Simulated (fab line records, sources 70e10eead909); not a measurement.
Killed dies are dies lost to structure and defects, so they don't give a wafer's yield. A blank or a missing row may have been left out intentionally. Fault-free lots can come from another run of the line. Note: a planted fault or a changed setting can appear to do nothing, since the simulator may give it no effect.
Which of the tools did it? / flow nand_harc / Sampling: 11 lots, 33 wafers, 5 of 1302 route steps

## WHAT EACH GAUGE READ, for each wafer
NHARC_END_SORT_01.
lot=L665; measured=day 27 15:32; on=prober-01; killed_at_array=44 637 642

## WHAT TOOL EACH LOT RAN ON (gives the tool, then ch and the chambers of the sampled wafers, and finally the start)
lot=L658; NHARC_A_STAIRCASE_ETCH_23=rie_diel-04 ch 0,2, day 15 19:47 or earlier; NHARC_A_STAIRCASE_DESCUM_186=rie_diel-07 ch 1,2, day 15 19:47; NHARC_A_STAIRCASE_ETCH_190=rie_diel-07 ch 0,1,3, day 15 20:16; NHARC_A_STAIRCASE_TRIM_196=rie_diel-10 ch 0,1,2, day 15 20:56
lot=L659; NHARC_A_STAIRCASE_ETCH_23=rie_diel-07 ch 0,2, day 16 05:32 or earlier; NHARC_A_STAIRCASE_DESCUM_186=rie_diel-10 ch 0,1,2, day 16 05:32; NHARC_A_STAIRCASE_ETCH_190=rie_diel-10 ch 0,1,2, day 16 06:04; NHARC_A_STAIRCASE_TRIM_196=rie_diel-07 ch 1,2,3, day 16 06:46
lot=L661; NHARC_A_STAIRCASE_ETCH_23=rie_diel-07 ch 0,2,3, day 17 01:38 or earlier; NHARC_A_STAIRCASE_DESCUM_186=rie_diel-04 ch 0,1, day 17 01:38; NHARC_A_STAIRCASE_ETCH_190=rie_diel-04 ch 1,2,3, day 17 02:22; NHARC_A_STAIRCASE_TRIM_196=rie_diel-04 ch 1,2,3, day 17 03:03
lot=L662; NHARC_A_STAIRCASE_ETCH_23=rie_diel-07 ch 0,2,3, day 17 11:36 or earlier; NHARC_A_STAIRCASE_DESCUM_186=rie_diel-04 ch 0,3, day 17 11:36; NHARC_A_STAIRCASE_ETCH_190=rie_diel-04 ch 0,2,3, day 17 12:08; NHARC_A_STAIRCASE_TRIM_196=rie_diel-04 ch 1,2,3, day 17 13:02
lot=L664; NHARC_A_STAIRCASE_ETCH_23=rie_diel-04 ch 0,2,3, day 18 04:25 or earlier; NHARC_A_STAIRCASE_DESCUM_186=rie_diel-07 ch 0,2, day 18 04:25; NHARC_A_STAIRCASE_ETCH_190=rie_diel-07 ch 0,1,2, day 18 04:58; NHARC_A_STAIRCASE_TRIM_196=rie_diel-10 ch 1,2, day 18 05:42
lot=L665; NHARC_A_STAIRCASE_ETCH_23=rie_diel-10 ch 0,2,3, day 19 01:52 or earlier; NHARC_A_STAIRCASE_DESCUM_186=rie_diel-04 ch 0,1, day 19 01:52; NHARC_A_STAIRCASE_ETCH_190=rie_diel-04 ch 0,1,3, day 19 02:21; NHARC_A_STAIRCASE_TRIM_196=rie_diel-10 ch 1,2, day 19 02:59
lot=L673; NHARC_A_STAIRCASE_ETCH_23=rie_diel-10 ch 0,1,2, day 22 00:26 or earlier; NHARC_A_STAIRCASE_DESCUM_186=rie_diel-04 ch 1,2,3, day 22 00:26; NHARC_A_STAIRCASE_ETCH_190=rie_diel-04 ch 0,2,3, day 22 00:55; NHARC_A_STAIRCASE_TRIM_196=rie_diel-04 ch 0,1,2, day 22 01:32
lot=L674; NHARC_A_STAIRCASE_ETCH_23=rie_diel-04 ch 2,3, day 22 17:40 or earlier; NHARC_A_STAIRCASE_DESCUM_186=rie_diel-04 ch 0,1,2, day 22 17:40; NHARC_A_STAIRCASE_ETCH_190=rie_diel-04 ch 1,2,3, day 22 18:08; NHARC_A_STAIRCASE_TRIM_196=rie_diel-04 ch 1,2, day 22 18:47
lot=L678; NHARC_A_STAIRCASE_ETCH_23=rie_diel-04 ch 1,2,3, day 23 23:41 or earlier; NHARC_A_STAIRCASE_DESCUM_186=rie_diel-04 ch 1,2, day 23 23:41; NHARC_A_STAIRCASE_ETCH_190=rie_diel-04 ch 0,1,3, day 24 00:10; NHARC_A_STAIRCASE_TRIM_196=rie_diel-04 ch 0,3, day 24 00:49
lot=L680; NHARC_A_STAIRCASE_ETCH_23=rie_diel-10 ch 1,2,3, day 24 18:26 or earlier; NHARC_A_STAIRCASE_DESCUM_186=rie_diel-10 ch 0,1,2, day 24 18:26; NHARC_A_STAIRCASE_ETCH_190=rie_diel-10 ch 0,1,2, day 24 18:55; NHARC_A_STAIRCASE_TRIM_196=rie_diel-10 ch 0,1,3, day 24 19:32
lot=L679; NHARC_A_STAIRCASE_ETCH_23=rie_diel-10 ch 0,2, day 24 22:36 or earlier; NHARC_A_STAIRCASE_DESCUM_186=rie_diel-10 ch 0,2,3, day 24 22:36; NHARC_A_STAIRCASE_ETCH_190=rie_diel-10 ch 0,2,3, day 25 00:27; NHARC_A_STAIRCASE_TRIM_196=rie_diel-10 ch 0,3, day 25 01:27
- NHARC_A_STAIRCASE_ETCH_23: etches the open film in C4F8/O2, target depth 100 nm, time 40.5 s.
- NHARC_A_STAIRCASE_DESCUM_186: chemistry O2, time 3 s.
- NHARC_A_STAIRCASE_ETCH_190: etches the open film in C4F8/O2, target depth 100 nm, time 40.5 s.
- NHARC_A_STAIRCASE_TRIM_196: chemistry O2, time 211.2 s.

## THE ANSWER, worked out from the rows above alone
Rule: usual is defined by the lots themselves. The widest of any qualifying gaps counts: lots, ordered by their means at a reading, are off when they make up no more than a third of the lots, leave a main group of 4 or more, and stand apart from it by 3 or more times the standard deviation of that group's means. If all means in a main group match to the digits the tables above print for the reading, that group is not used. A lot without any number at a reading at which 4 lots or more have one is off too. The other lots that the step has rows for count as sound.
None of the lots is off at any reading shown; this tells nothing.

## WHAT HAD BEEN PUT IN BY THE SIMULATOR
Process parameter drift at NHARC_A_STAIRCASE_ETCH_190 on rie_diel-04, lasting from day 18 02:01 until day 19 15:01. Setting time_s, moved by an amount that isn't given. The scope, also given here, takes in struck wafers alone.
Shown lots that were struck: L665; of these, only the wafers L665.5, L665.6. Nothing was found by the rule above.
